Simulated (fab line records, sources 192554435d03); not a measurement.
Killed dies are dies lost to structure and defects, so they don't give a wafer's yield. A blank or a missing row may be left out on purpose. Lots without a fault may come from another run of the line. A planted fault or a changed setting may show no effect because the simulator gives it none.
fab line records | flow n5_finfet
record lots=5 wafers=15 last_day=17
route steps=1938 shown BEOL_M6@1245 BEOL_M7@1263
lots that met no fault: from a run of the same line without faults
start_h: hours from the record's first day to the start of the lot's first wafer shown | wait_h: hours since the lot's step before | " the same as in the row above | L1.1+2: a row that stands for several wafers | - no value, or no start given | * or withheld: withheld | < > ~ a bound
route shown NAME@n: a module of which the file shows steps, and the number in the route of the first | usual: mean/standard deviation of fault-free wafers | same: alike in all rows | chamber/n: place in a boat | sites: the reading at each site | _std_site: their standard deviation | _edge_site: outer sites' mean less inner sites' | radius_mm: how far each site lies from the wafer's centre | mask NAME#n: copy n | behind: the tool/chamber that last shaped the wafer | hold: why the lot was held/for how many hours/how that ended | device: the transistor (n, p or np) that didn't switch | end of line: the same wafers' tests at the end of the route | a step without rows: its recipe alone | killed: dies lost to structure and defects at the first sort, not the wafer's yield | map: a wafer's dies, x killed, . not, _ none there
set.NAME: the setting as run; set.NAME@STEP: as run at that earlier step | model.NAME: the simulator's own value behind a step, which no gauge read
lots at some steps of the route; a table a step, a row a wafer
services: from which hour (start_h, from the record's first day; less than 0 if before it) a tool's chamber was out of use, for how many hours, and why
## steps
# step N5_BEOL_M6_PRECLEAN_42
# recipe chemistry=residue_remover time_s=60 temp_c=40
# usual bath_heat_duty_pct=4.5/0.65 temp_c=40.00/0.12
# columns lot.wafer tool chamber start_h wait_h bath_heat_duty_pct temp_c
L074.1 wet_bench-05 2 182.25 0.0 4.9 40.07
L074.5 " 7 " " 3.7 39.95
L074.6 " 5 " " 5.2 39.79
L083.1 wet_bench-04 1 236.26 0.0 5.2 39.99
L083.3 " 2 " " 4.9 39.90
L083.4 " 0 " " 5.3 40.29
L086.2 wet_bench-06 6 257.34 0.0 5.3 39.78
L086.5 " 4 " " 5.1 39.92
L086.6 " 3 " " 3.9 40.20
L085.3 wet_bench-06 2 260.93 0.0 4.5 39.99
L085.4 " 4 " " 3.5 40.02
L085.6 " 3 " " 4.7 39.91
L094.3 wet_bench-04 4 321.80 0.0 4.3 39.86
L094.4 " 3 " " 4.1 40.02
L094.6 " 2 " " 4.9 40.08
# step N5_BEOL_M6_SRD_43
# recipe time_s=30 temp_c=23 rinse_liquid=diw dry=ipa_marangoni
# usual bath_heat_duty_pct=3.7/0.53 temp_c=23.02/0.1
# columns lot.wafer tool chamber start_h wait_h bath_heat_duty_pct temp_c
L074.1 wet_bench-05 2 182.27 0.0 3.3 23.12
L074.5 " 7 " " 3.3 23.02
L074.6 " 5 " " 3.7 23.07
L083.1 wet_bench-04 1 236.28 0.0 3.7 22.98
L083.3 " 2 " " 3.1 23.24
L083.4 " 0 " " 3.4 22.99
L086.2 wet_bench-06 6 257.36 0.0 4.2 23.10
L086.5 " 4 " " 4.0 23.03
L086.6 " 3 " " 3.5 23.15
L085.3 wet_bench-06 2 260.95 0.0 3.4 22.92
L085.4 " 4 " " 3.6 23.06
L085.6 " 3 " " 4.8 22.85
L094.3 wet_bench-04 4 321.82 0.0 3.5 22.93
L094.4 " 3 " " 3.7 23.07
L094.6 " 2 " " 4.4 22.91
# step N5_BEOL_M6_CD_MEAS_35
# recipe target_cd_nm=40 target_cd_y_nm=28 polarity=opening
# usual cd_nm=40.0/0.56
# columns lot.wafer tool chamber start_h wait_h cd_nm
L074.1 cd_sem-02 - 182.31 0.0 40.2
L074.5 " - " " 40.7
L074.6 " - " " 40.1
L083.1 cd_sem-01 - 236.32 0.0 40.3
L083.3 " - " " 40.1
L083.4 " - " " 39.5
L086.2 cd_sem-01 - 257.40 0.0 40.2
L086.5 " - " " 39.4
L086.6 " - " " 40.3
L085.3 cd_sem-01 - 260.99 0.0 40.7
L085.4 " - " " 39.5
L085.6 " - " " 40.3
L094.3 cd_sem-02 - 321.86 0.0 39.1
L094.4 " - " " 39.5
L094.6 " - " " 39.5
# step N5_BEOL_M6_CURE_75
# recipe temp_c=370 time_s=120 ambient=DMADMS/He material=SiCOH_lowk
# usual lamp_power_pct=52.32/0.049 wafer_temp_C_max=371.8/0.72
# columns lot.wafer tool chamber start_h wait_h lamp_power_pct wafer_temp_C_max
L074.1 uv_cure-03 0 182.52 0.2 52.32 372.6
L074.5 " 0 " " 52.37 373.0
L074.6 " 0 " " 52.32 373.1
L083.1 uv_cure-01 2 236.38 0.1 52.38 372.2
L083.3 " 2 " " 52.32 372.2
L083.4 " 2 " " 52.29 372.4
L086.2 uv_cure-01 1 257.49 0.1 52.37 370.8
L086.5 " 1 " " 52.39 370.7
L086.6 " 1 " " 52.23 371.8
L085.3 uv_cure-03 2 261.13 0.1 52.45 372.7
L085.4 " 2 " " 52.31 372.6
L085.6 " 2 " " 52.39 372.4
L094.3 uv_cure-03 1 322.00 0.1 52.43 371.0
L094.4 " 1 " " 52.31 371.7
L094.6 " 1 " " 52.32 371.2
# step N5_BEOL_M6_DEGAS_44
# recipe ambient=vacuum temp_c=250 time_s=60
# usual heater_power_w=331/41
# columns lot.wafer tool chamber start_h wait_h heater_power_w
L074.1 pvd_sputter-01 - 182.86 0.3 320
L074.5 " - " " 320
L074.6 " - " " 393
L083.1 pvd_sputter-03 - 237.30 0.8 384
L083.3 " - " " 316
L083.4 " - " " 362
L086.2 pvd_sputter-01 - 259.31 1.8 402
L086.5 " - " " 392
L086.6 " - " " 319
L085.3 pvd_sputter-02 - 261.36 0.2 278
L085.4 " - " " 326
L085.6 " - " " 319
L094.3 pvd_sputter-02 - 322.33 0.3 394
L094.4 " - " " 316
L094.6 " - " " 317
# step N5_BEOL_M6_PRE_CLEAN_45
# recipe gas=H2/He time_s=30 temp_c=250
# usual heater_power_w=331/41
# columns lot.wafer tool chamber start_h wait_h heater_power_w
L074.1 pvd_sputter-01 - 182.90 0.0 316
L074.5 " - " " 321
L074.6 " - " " 389
L083.1 pvd_sputter-03 - 237.34 0.0 384
L083.3 " - " " 326
L083.4 " - " " 373
L086.2 pvd_sputter-01 - 259.35 0.0 403
L086.5 " - " " 391
L086.6 " - " " 329
L085.3 pvd_sputter-02 - 261.40 0.0 284
L085.4 " - " " 325
L085.6 " - " " 308
L094.3 pvd_sputter-02 - 322.37 0.0 403
L094.4 " - " " 328
L094.6 " - " " 313
# step N5_BEOL_M6_ALD_77
# recipe material=TaN target_thk_a=20 temp_c=275 ald_precursor_family=PDMAT ald_co_reactant=NH3 pressure_torr=3 carrier_flow_sccm=1500 pulse_time_s=2 purge_time_s=3 co_reactant_purge_time_s=2 co_reactant_pulse_time_s=3 ald_cycles=40 precursor_vessel_temp_c=75 precursor_vessel_pressure_torr=26.25 precursor_vessel_carrier_sccm=1000
# usual heater_power_w=412/44
# columns lot.wafer tool chamber start_h wait_h heater_power_w since_wet_clean_h
L074.1 ald_metal-01 2 182.97 0.0 498 4461
L074.5 " 3 " " 436 -
L074.6 " 2 " " 519 -
L083.1 ald_metal-02 2 237.40 0.0 368 2977
L083.3 " 3 " " 429 2977
L083.4 " 2 " " 377 -
L086.2 ald_metal-02 3 259.41 0.0 427 2999
L086.5 " 0 " " 473 -
L086.6 " 3 " " 431 -
L085.3 ald_metal-02 3 261.46 0.0 439 3001
L085.4 " 2 " " 378 3001
L085.6 " 0 " " 466 -
L094.3 ald_metal-01 2 322.44 0.0 501 4601
L094.4 " 3 " " 430 4601
L094.6 " 2 " " 496 -
# step N5_BEOL_M6_SURFACE_TREAT_79
# recipe gas=Ar time_s=* ion_energy_ev=* ion_current_ma_cm2=0.5 pressure_mtorr=* ar_flow_sccm=30
# usual throttle_valve_pct=*
# columns lot.wafer tool chamber start_h wait_h throttle_valve_pct
L074.1 pvd_sputter-03 - 183.29 0.2 *
L074.5 " - " " *
L074.6 " - " " *
L083.1 pvd_sputter-01 - 237.75 0.2 *
L083.3 " - " " *
L083.4 " - " " *
L086.2 pvd_sputter-01 - 259.73 0.2 *
L086.5 " - " " *
L086.6 " - " " *
L085.3 pvd_sputter-02 - 263.64 2.0 *
L085.4 " - " " *
L085.6 " - " " *
L094.3 pvd_sputter-03 - 322.74 0.2 *
L094.4 " - " " *
L094.6 " - " " *
# step N5_BEOL_M6_CVD_78
# recipe material=Co target_thk_a=20 temp_c=withheld precursor=CCTBA/H2 pressure_torr=30 time_s=142.3
# columns lot.wafer tool chamber start_h wait_h since_wet_clean_h
L074.1 cvd_co-01 0 183.36 0.1 725
L074.5 " 0 " " -
L074.6 " 1 " " -
L083.1 cvd_co-01 1 237.83 0.1 1217
L083.3 " 0 " " 779
L083.4 " 1 " " -
L086.2 cvd_co-02 1 259.79 0.0 123
L086.5 " 0 " " -
L086.6 " 1 " " -
L085.3 cvd_co-01 0 263.79 0.1 805
L085.4 " 0 " " -
L085.6 " 2 " " -
L094.3 cvd_co-01 2 322.80 0.0 405
L094.4 " 2 " " -
L094.6 " 0 " " -
# step N5_BEOL_M6_SPUTTER_48
# recipe material=Cu target_thk_a=100 temp_c=-20 bias_v=60 power_w=26000 chamber_pressure_pa=0.13 time_s=1.667
# usual chamber_pressure_pa=0.12995/0.00024 throttle_valve_pct=30.2/0.59
# columns lot.wafer tool chamber start_h wait_h chamber_pressure_pa throttle_valve_pct
L074.1 pvd_sputter-01 - 183.52 0.1 0.13 30.0
L074.5 " - " " 0.12979 30.5
L074.6 " - " " 0.13024 29.8
L083.1 pvd_sputter-02 - 238.03 0.2 0.12987 30.4
L083.3 " - " " 0.12993 31.3
L083.4 " - " " 0.12961 30.0
L086.2 pvd_sputter-02 - 260.12 0.3 0.13017 30.0
L086.5 " - " " 0.12992 30.1
L086.6 " - " " 0.13005 29.8
L085.3 pvd_sputter-01 - 263.91 0.1 0.12994 30.1
L085.4 " - " " 0.13003 30.1
L085.6 " - " " 0.13011 30.1
L094.3 pvd_sputter-02 - 322.97 0.1 0.12993 31.4
L094.4 " - " " 0.12988 31.3
L094.6 " - " " 0.12964 30.0
# step N5_BEOL_M6_ECD_50
# recipe material=Cu target_thk_a=3000
# columns lot.wafer tool chamber start_h wait_h
L074.1+5+6 ecd_cu-02 1,1,0 183.64 0.1
L083.1+3+4 ecd_cu-01 0,0,1 238.29 0.2
L086.2+5+6 ecd_cu-01 1,0,1 260.24 0.1
L085.3+4+6 ecd_cu-01 0,1,0 264.05 0.1
L094.3+4+6 ecd_cu-02 1,0,0 323.11 0.1
# step N5_BEOL_M6_ANNEAL_51
# recipe temp_c=225 time_s=90 ambient=N2
# usual wafer_temp_C_max=225.72/0.23
# columns lot.wafer tool chamber start_h wait_h wafer_temp_C_max
L074.1 rtp_anneal-01 0 183.93 0.3 225.99
L074.5 " 0 " " 226.20
L074.6 " 0 " " 225.90
L083.1 rtp_anneal-02 0 238.44 0.1 225.87
L083.3 " 0 " " 225.69
L083.4 " 0 " " 225.52
L086.2 rtp_anneal-02 0 260.55 0.3 226.09
L086.5 " 0 " " 225.93
L086.6 " 0 " " 225.97
L085.3 rtp_anneal-02 0 264.39 0.3 225.40
L085.4 " 0 " " 225.58
L085.6 " 0 " " 225.88
L094.3 rtp_anneal-02 0 323.56 0.4 225.74
L094.4 " 0 " " 225.61
L094.6 " 0 " " 225.95
# step N5_BEOL_M6_CMP_52
# recipe stop_on=SiCOH_lowk t_overpolish_s=6.9 down_force_psi=1 platen_rpm=50 clearing_platen_down_force_psi=1.5 clearing_platen_rpm=50 post_cmp_clean=cu_alkaline target_thk_nm=80 clearing_platen_pad_velocity_m_s=0.99484 pad_velocity_m_s=0.99484
# usual barrier_field_endpoint_s=28.6/0.7 motor_current_A=6.0/0.82 overpolish_run_s=6.900/0.009 time_to_endpoint_s=62/3.2
# same t_overpolish_s=6.9
# columns lot.wafer tool chamber start_h wait_h barrier_field_endpoint_s motor_current_A overpolish_run_s time_to_endpoint_s
L074.1 cmp-03 1 184.30 0.3 28.3 5.6 6.911 64
L074.6 " 3 " " 28.5 6.6 6.893 60
L074.5 " 0 " " 28.7 6.4 6.903 60
L083.1 cmp-01 1 238.79 0.3 29.2 7.0 6.911 59
L083.4 " 2 " " 29.1 5.4 6.891 60
L083.3 " 3 " " 28.0 7.0 6.891 63
L086.2 cmp-03 3 260.84 0.2 27.7 6.6 6.903 56
L086.5 " 2 " " 27.5 6.6 6.902 62
L086.6 " 3 " " 27.2 6.8 6.898 55
L085.4 cmp-03 2 264.65 0.2 28.3 6.6 6.910 63
L085.3 " 3 " " 28.4 6.6 6.897 59
L085.6 " 1 " " 29.3 6.0 6.899 64
L094.3 cmp-01 2 323.77 0.2 28.7 5.2 6.887 63
L094.4 " 0 " " 28.4 5.3 6.893 61
L094.6 " 2 " " 28.9 5.2 6.896 62
# step N5_BEOL_M6_THK_MEAS_53
# recipe thk_meas_gauge=xrf reads=Cu_of_BEOL_M6_ECD_50
# usual M6_THK=79.8/2.4
# columns lot.wafer tool chamber start_h wait_h M6_THK[nm]
L074.1 film_metro-01 - 184.52 - 83.4
L074.5 " - " " 79.7
L074.6 " - " " 78.1
L083.1 film_metro-01 - 239.05 - 77.7
L083.3 " - " " 80.5
L083.4 " - " " 78.0
L086.2 film_metro-01 - 261.10 - 79.1
L086.5 " - " " 84.3
L086.6 " - " " 80.1
L085.3 film_metro-01 - 264.91 - 74.7
L085.4 " - " " 79.0
L085.6 " - " " 74.7
L094.3 film_metro-02 - 324.06 - 80.1
L094.4 " - " " 80.7
L094.6 " - " " 82.1
# step N5_BEOL_M6_PRE_CLEAN_55
# recipe gas=NH3 time_s=15 temp_c=withheld rf_power_w=300
# columns lot.wafer tool chamber start_h wait_h since_wet_clean_h
L074.1 pecvd-04 2 184.56 0.0 2157
L074.5 " 2 " " -
L074.6 " 0 " " -
L083.1 pecvd-02 1 239.09 0.0 1849
L083.3 " 0 " " 1124
L083.4 " 0 " " -
L086.2 pecvd-04 0 261.13 0.0 784
L086.5 " 2 " " -
L086.6 " 0 " " -
L085.3 pecvd-02 0 264.94 0.0 1150
L085.4 " 0 " " -
L085.6 " 2 " " -
L094.3 pecvd-04 1 324.10 0.0 1572
L094.4 " 2 " " -
L094.6 " 1 " " -
# step N5_BEOL_M6_DEP_56
# recipe material=SiCN target_thk_a=100 temp_c=withheld precursor=3MS/NH3 pressure_torr=3 rf_w=202 time_s=17.5
# usual showerhead_plenum_p_Torr=3.655/0.013 throttle_valve_pct=9.1/0.55
# columns lot.wafer tool chamber start_h wait_h showerhead_plenum_p_Torr since_wet_clean_h throttle_valve_pct
L074.1 pecvd-04 2 184.59 0.0 3.660 2157 8.7
L074.5 " 2 " " 3.673 - 8.9
L074.6 " 0 " " 3.654 - 9.0
L083.1 pecvd-02 1 239.11 0.0 3.634 1849 10.0
L083.3 " 0 " " 3.663 1124 8.8
L083.4 " 0 " " 3.660 - 8.7
L086.2 pecvd-04 0 261.17 0.0 3.644 784 9.0
L086.5 " 2 " " 3.665 - 8.1
L086.6 " 0 " " 3.645 - 9.4
L085.3 pecvd-02 0 264.97 0.0 3.677 1150 8.5
L085.4 " 0 " " 3.666 - 8.6
L085.6 " 2 " " 3.646 - 8.8
L094.3 pecvd-04 1 324.12 0.0 3.676 1572 9.4
L094.4 " 2 " " 3.655 - 8.2
L094.6 " 1 " " 3.675 - 9.1
# step N5_BEOL_M6_RS_MEAS_57
# recipe thk_meas_gauge=four-point-probe reads=Cu_of_BEOL_M6_ECD_50+Co_of_BEOL_M6_CVD_78+TaN_of_BEOL_M6_ALD_77
# usual M6_RS=0.286/0.0092
# columns lot.wafer tool chamber start_h wait_h M6_RS[ohm/sq]
L074.1 film_metro-01 - 184.65 0.1 0.267
L074.5 " - " " 0.281
L074.6 " - " " 0.289
L083.1 film_metro-02 - 239.18 0.1 0.291
L083.3 " - " " 0.280
L083.4 " - " " 0.290
L086.2 film_metro-02 - 261.26 0.1 0.294
L086.5 " - " " 0.273
L086.6 " - " " 0.289
L085.3 film_metro-02 - 265.04 0.1 0.305
L085.4 " - " " 0.284
L085.6 " - " " 0.304
L094.3 film_metro-02 - 324.19 0.1 0.287
L094.4 " - " " 0.285
L094.6 " - " " 0.281
# step N5_BEOL_M6_INSPECT_58
# recipe inspect_instrument=darkfield mode=post_dep
# usual raw_defect_count=69/21
# columns lot.wafer tool chamber start_h wait_h raw_defect_count
L074.1 defect_inspect-02 - 184.68 0.0 67
L074.5 " - " " 54
L074.6 " - " " 80
L083.1 defect_inspect-02 - 239.21 0.0 75
L083.3 " - " " 71
L083.4 " - " " 61
L086.2 defect_inspect-01 - 261.28 0.0 91
L086.5 " - " " 81
L086.6 " - " " 105
L085.3 defect_inspect-01 - 265.06 0.0 68
L085.4 " - " " 57
L085.6 " - " " 55
L094.3 defect_inspect-01 - 324.22 0.0 89
L094.4 " - " " 78
L094.6 " - " " 52
# step N5_BEOL_M7_ILD_DEP_00
# recipe material=SiCOH_lowk target_thk_a=1797.5 temp_c=300 precursor=DEMS/porogen pressure_torr=5 rf_w=500 time_s=33.4
# usual heater_power_w=300/46 showerhead_plenum_p_Torr=5.735/0.013 throttle_valve_pct=13.9/0.73
# columns lot.wafer tool chamber start_h wait_h heater_power_w showerhead_plenum_p_Torr since_wet_clean_h throttle_valve_pct
L074.1 pecvd-01 0 184.72 0.0 291 5.741 1251 15.1
L074.5 " 2 " " 296 5.724 - 13.7
L074.6 " 1 " " 207 5.738 - 13.7
L083.1 pecvd-04 2 239.25 0.0 392 5.734 8 12.3
L083.3 " 1 " " 326 5.766 1487 14.0
L083.4 " 1 " " 326 5.745 - 13.9
L086.2 pecvd-04 0 261.34 0.1 296 5.722 784 13.7
L086.5 " 0 " " 301 5.711 - 14.1
L086.6 " 2 " " 335 5.734 - 12.4
L085.3 pecvd-03 1 265.10 0.0 345 5.749 1694 14.3
L085.4 " 1 " " 278 5.755 - 14.4
L085.6 " 2 " " 382 5.740 - 13.1
L094.3 pecvd-03 2 324.28 0.1 352 5.760 - 13.2
L094.4 " 0 " " 280 5.740 - 14.6
L094.6 " 2 " " 351 5.734 - 13.1
# step N5_BEOL_M7_CURE_74
# recipe temp_c=385 time_s=240 ambient=He/Ar material=SiCOH_lowk
# usual lamp_power_pct=52.31/0.05 wafer_temp_C_max=386.6/0.6
# columns lot.wafer tool chamber start_h wait_h lamp_power_pct wafer_temp_C_max
L074.1 uv_cure-02 1 184.78 0.0 52.35 386.5
L074.5 " 1 " " 52.28 385.8
L074.6 " 1 " " 52.28 386.3
L083.1 uv_cure-01 2 239.96 0.7 52.40 388.0
L083.3 " 2 " " 52.28 387.7
L083.4 " 2 " " 52.38 388.0
L086.2 uv_cure-03 0 261.50 0.1 52.30 387.6
L086.5 " 0 " " 52.27 388.3
L086.6 " 0 " " 52.32 387.1
L085.3 uv_cure-01 0 265.34 0.2 52.29 386.7
L085.4 " 0 " " 52.36 388.0
L085.6 " 0 " " 52.29 387.6
L094.3 uv_cure-03 0 324.50 0.2 52.26 387.2
L094.4 " 0 " " 52.35 387.8
L094.6 " 0 " " 52.26 387.8
# step N5_BEOL_M7_THK_MEAS_01
# recipe reads=SiCOH_lowk_of_BEOL_M7_ILD_DEP_00
# usual M7_ILD_THK=155.6/2
# columns lot.wafer tool chamber start_h wait_h M7_ILD_THK[nm]
L074.1 film_metro-01 - 185.29 0.4 153.8
L074.5 " - " " 154.7
L074.6 " - " " 154.4
L083.1 film_metro-02 - 240.95 0.8 155.5
L083.3 " - " " 155.2
L083.4 " - " " 159.1
L086.2 film_metro-02 - 261.94 0.4 154.5
L086.5 " - " " 156.7
L086.6 " - " " 154.8
L085.3 film_metro-01 - 265.69 0.3 155.0
L085.4 " - " " 158.8
L085.6 " - " " 157.3
L094.3 film_metro-01 - 324.85 0.3 155.3
L094.4 " - " " 156.0
L094.6 " - " " 155.8
# step N5_BEOL_M7_PECVD_70
# recipe material=SiO2 target_thk_a=200 temp_c=400 precursor=TEOS/O2 pressure_torr=5.5 rf_w=450 teos_flow_sccm=53.8 gas=O2 flow_sccm=3000 time_s=22.7
# usual heater_power_w=684/95 showerhead_plenum_p_Torr=8.77/0.047 throttle_valve_pct=22.6/1.1
# columns lot.wafer tool chamber start_h wait_h heater_power_w showerhead_plenum_p_Torr since_wet_clean_h throttle_valve_pct
L074.1 pecvd-01 0 185.33 0.0 604 8.75 1252 24.4
L074.5 " 0 " " 630 8.75 - 24.4
L074.6 " 2 " " 614 8.73 - 22.4
L083.1 pecvd-01 2 240.99 0.0 626 8.73 537 22.5
L083.3 " 0 " " 665 8.78 1307 24.3
L083.4 " 0 " " 676 8.75 - 24.3
L086.2 pecvd-01 1 261.97 0.0 578 8.75 2053 22.6
L086.5 " 0 " " 647 8.79 - 24.2
L086.6 " 1 " " 562 8.72 - 22.2
L085.3 pecvd-03 1 265.73 0.0 690 8.87 1695 23.0
L085.4 " 0 " " 657 8.73 - 23.6
L085.6 " 1 " " 656 8.87 - 23.2
L094.3 pecvd-03 0 324.91 0.1 792 8.73 - 23.6
L094.4 " 2 " " 724 8.80 - 21.1
L094.6 " 0 " " 827 8.75 - 23.7
# step N5_BEOL_M7_HM_DEP_02
# recipe material=TiN target_thk_a=200 temp_c=25 chamber_pressure_pa=0.49996
# usual chamber_pressure_pa=0.5000/0.00092 throttle_valve_pct=30.3/0.58
# columns lot.wafer tool chamber start_h wait_h chamber_pressure_pa throttle_valve_pct
L074.1 pvd_sputter-02 - 186.50 1.2 0.4999 30.1
L074.5 " - " " 0.5006 30.3
L074.6 " - " " 0.4998 31.3
L083.1 pvd_sputter-02 - 241.35 0.3 0.4976 29.8
L083.3 " - " " 0.5003 31.5
L083.4 " - " " 0.5005 29.9
L086.2 pvd_sputter-02 - 263.98 2.0 0.5009 31.5
L086.5 " - " " 0.4996 29.6
L086.6 " - " " 0.5003 30.0
L085.3 pvd_sputter-02 - 267.72 2.0 0.5008 29.9
L085.4 " - " " 0.5010 29.8
L085.6 " - " " 0.5007 30.2
L094.3 pvd_sputter-01 - 325.21 0.3 0.5004 30.2
L094.4 " - " " 0.4999 30.4
L094.6 " - " " 0.5002 30.0
# step N5_BEOL_M7_COAT_59
# recipe resist=SOC temp_c=250 time_s=60 spin_rpm=1500 resist_thk_nm=100
# usual spin_speed_rpm=1500.2/1
# columns lot.wafer tool chamber start_h wait_h spin_speed_rpm
L074.1 litho_track-02 0 186.73 0.1 1499.7
L074.5 " 0 " " 1499.4
L074.6 " 0 " " 1498.7
L083.1 litho_track-05 0 241.47 0.1 1500.1
L083.3 " 0 " " 1499.3
L083.4 " 0 " " 1499.5
L086.2 litho_track-04 0 264.11 0.1 1500.7
L086.5 " 0 " " 1500.4
L086.6 " 0 " " 1500.5
L085.3 litho_track-04 0 267.84 0.1 1501.1
L085.4 " 0 " " 1501.2
L085.6 " 0 " " 1502.0
L094.3 litho_track-05 0 325.34 0.1 1501.2
L094.4 " 0 " " 1499.8
L094.6 " 0 " " 1500.2
# step N5_BEOL_M7_COAT_60
# recipe resist=SiARC temp_c=220 time_s=60 spin_rpm=1500 resist_thk_nm=35
# usual spin_speed_rpm=1500.0/1
# columns lot.wafer tool chamber start_h wait_h spin_speed_rpm
L074.1 litho_track-02 0 - - 1498.6
L074.5 " 0 " " 1500.9
L074.6 " 0 " " 1499.7
L083.1 litho_track-05 0 - - 1499.8
L083.3 " 0 " " 1499.7
L083.4 " 0 " " 1499.3
L086.2 litho_track-04 0 - - 1501.1
L086.5 " 0 " " 1501.1
L086.6 " 0 " " 1501.3
L085.3 litho_track-04 0 - - 1500.6
L085.4 " 0 " " 1501.0
L085.6 " 0 " " 1500.2
L094.3 litho_track-05 0 - - 1500.6
L094.4 " 0 " " 1500.5
L094.6 " 0 " " 1499.2
# step N5_BEOL_M7_COAT_05
# recipe resist=CAR-ArF spin_rpm=1500 resist_thk_nm=90
# usual spin_speed_rpm=1500.2/1
# columns lot.wafer tool chamber start_h wait_h spin_speed_rpm
L074.1 litho_track-02 0 - - 1499.0
L074.5 " 0 " " 1497.5
L074.6 " 0 " " 1498.8
L083.1 litho_track-05 0 - - 1500.8
L083.3 " 0 " " 1499.9
L083.4 " 0 " " 1500.8
L086.2 litho_track-04 0 - - 1500.6
L086.5 " 0 " " 1500.3
L086.6 " 0 " " 1500.8
L085.3 litho_track-04 0 - - 1500.7
L085.4 " 0 " " 1499.0
L085.6 " 0 " " 1500.1
L094.3 litho_track-05 0 - - 1500.7
L094.4 " 0 " " 1499.9
L094.6 " 0 " " 1499.6
# step N5_BEOL_M7_EBR_07
# recipe solvent=PGMEA ebr_width_mm=1.5
# columns lot.wafer tool chamber start_h wait_h
L074.1+5+6 litho_track-02 0 - -
L083.1+3+4 litho_track-05 0 - -
L086.2+5+6 litho_track-04 0 - -
L085.3+4+6 litho_track-04 0 - -
L094.3+4+6 litho_track-05 0 - -
# step N5_BEOL_M7_SOFTBAKE_06
# recipe temp_c=110 time_s=60 resist=CAR-ArF
# columns lot.wafer tool chamber start_h wait_h
L074.1+5+6 litho_track-02 0 - -
L083.1+3+4 litho_track-05 0 - -
L086.2+5+6 litho_track-04 0 - -
L085.3+4+6 litho_track-04 0 - -
L094.3+4+6 litho_track-05 0 - -
# step N5_BEOL_M7_EXPOSE_08
# recipe mask_id=M7 na=1.35 source_shape=dipole sigma_inner=0.817 sigma_outer=0.97 polarization=te dose_mj=68.25
# columns lot.wafer tool chamber start_h wait_h mask
L074.1+5+6 arfi_scanner-01 0 186.85 - M7#0
L083.1+3+4 arfi_scanner-02 0 241.72 - M7#0
L086.2+5+6 arfi_scanner-02 0 264.23 - M7#0
L085.3+4+6 arfi_scanner-01 0 268.10 - M7#0
L094.3+4+6 arfi_scanner-02 0 325.59 - M7#0
# step N5_BEOL_M7_PEB_09
# recipe peb_temp_c=withheld peb_time_s=60 resist=CAR-ArF
# same peb_time_s=60
# columns lot.wafer tool chamber start_h wait_h
L074.1+5+6 litho_track-02 0 186.91 0.1
L083.1+3+4 litho_track-02 0 241.78 0.1
L086.2+5+6 litho_track-05 0 264.29 0.0
L085.3+4+6 litho_track-02 0 268.15 0.0
L094.3+4+6 litho_track-05 0 325.64 0.0
# step N5_BEOL_M7_DEVELOP_10
# recipe develop_time_s=30 developer=TMAH resist=CAR-ArF rinse_liquid=diw dry=air_spin dev_temp_c=23
# columns lot.wafer tool chamber start_h wait_h
L074.1+5+6 litho_track-02 0 - -
L083.1+3+4 litho_track-02 0 - -
L086.2+5+6 litho_track-05 0 - -
L085.3+4+6 litho_track-02 0 - -
L094.3+4+6 litho_track-05 0 - -
# step N5_BEOL_M7_CD_MEAS_11
# recipe target_cd_nm=38.5 landing_energy_ev=500 detector=se_inlens polarity=opening
# usual cd_nm=38.7/0.57
# columns lot.wafer tool chamber start_h wait_h cd_nm
L074.1 cd_sem-01 0 186.97 - 39.8
L074.5 " 0 " " 39.6
L074.6 " 0 " " 39.0
L083.1 cd_sem-01 0 241.84 - 38.7
L083.3 " 0 " " 37.4
L083.4 " 0 " " 38.8
L086.2 cd_sem-01 0 264.35 - 39.5
L086.5 " 0 " " 39.1
L086.6 " 0 " " 38.6
L085.3 cd_sem-01 0 268.22 - 39.6
L085.4 " 0 " " 39.2
L085.6 " 0 " " 38.9
L094.3 cd_sem-01 0 325.71 - 38.8
L094.4 " 0 " " 38.1
L094.6 " 0 " " 38.6
# step N5_BEOL_M7_OVL_MEAS_12
# recipe points_per_wafer=44
# usual M7_OVL=0.0/0.76
# columns lot.wafer tool chamber start_h wait_h M7_OVL[nm]
L074.1 overlay-01 0 187.00 0.0 -1.0
L074.5 " 0 " " -1.3
L074.6 " 0 " " -0.4
L083.1 overlay-02 0 241.87 0.0 0.1
L083.3 " 0 " " -0.1
L083.4 " 0 " " 0.6
L086.2 overlay-01 0 264.38 0.0 -0.5
L086.5 " 0 " " 0.1
L086.6 " 0 " " -0.8
L085.3 overlay-01 0 268.25 0.0 0.8
L085.4 " 0 " " 0.3
L085.6 " 0 " " 0.2
L094.3 overlay-02 0 325.74 0.0 0.3
L094.4 " 0 " " 0.1
L094.6 " 0 " " 0.6
# step N5_BEOL_M7_INSPECT_13
# recipe mode=adi inspect_instrument=brightfield
# usual raw_defect_count=411/91
# columns lot.wafer tool chamber start_h wait_h raw_defect_count
L074.1 defect_inspect-01 - 187.03 0.0 444
L074.5 " - " " 470
L074.6 " - " " 365
L083.1 defect_inspect-01 - 241.90 0.0 440
L083.3 " - " " 426
L083.4 " - " " 609
L086.2 defect_inspect-01 - 264.41 0.0 433
L086.5 " - " " 465
L086.6 " - " " 459
L085.3 defect_inspect-02 - 268.27 0.0 398
L085.4 " - " " 342
L085.6 " - " " 398
L094.3 defect_inspect-01 - 325.76 0.0 374
L094.4 " - " " 386
L094.6 " - " " 286
## services
# columns tool chamber start_h hours kind
ald_metal-02 - 160.91 2.8 pm
uv_cure-03 - 161.20 2.8 pm
uv_cure-01 - 165.90 2.1 pm
uv_cure-01 - 176.41 1.2 repair
pecvd-03 1 181.93 7.5 repair
arfi_scanner-02 - 184.03 0.7 repair
arfi_scanner-02 - 194.32 1.3 pm
cvd_co-01 1 207.09 17.2 repair
arfi_scanner-02 - 218.15 0.8 pm
ecd_cu-01 - 219.68 0.6 repair
cmp-03 - 222.36 9.7 pm
pecvd-02 - 226.68 1.2 repair
rtp_anneal-02 - 226.70 4.6 pm
pecvd-04 - 229.27 2.6 repair
ecd_cu-01 - 231.28 7.0 pm
ald_metal-02 0 232.68 5.0 repair
uv_cure-03 - 238.00 2.1 pm
pecvd-04 1 255.80 14.1 repair
pvd_sputter-01 - 265.37 5.6 repair
uv_cure-03 - 279.94 5.0 repair
pecvd-03 0 300.29 4.7 repair
uv_cure-03 - 302.61 6.0 pm
pecvd-02 - 307.51 5.5 pm
pecvd-03 1 319.50 25.3 repair
## key
fault none
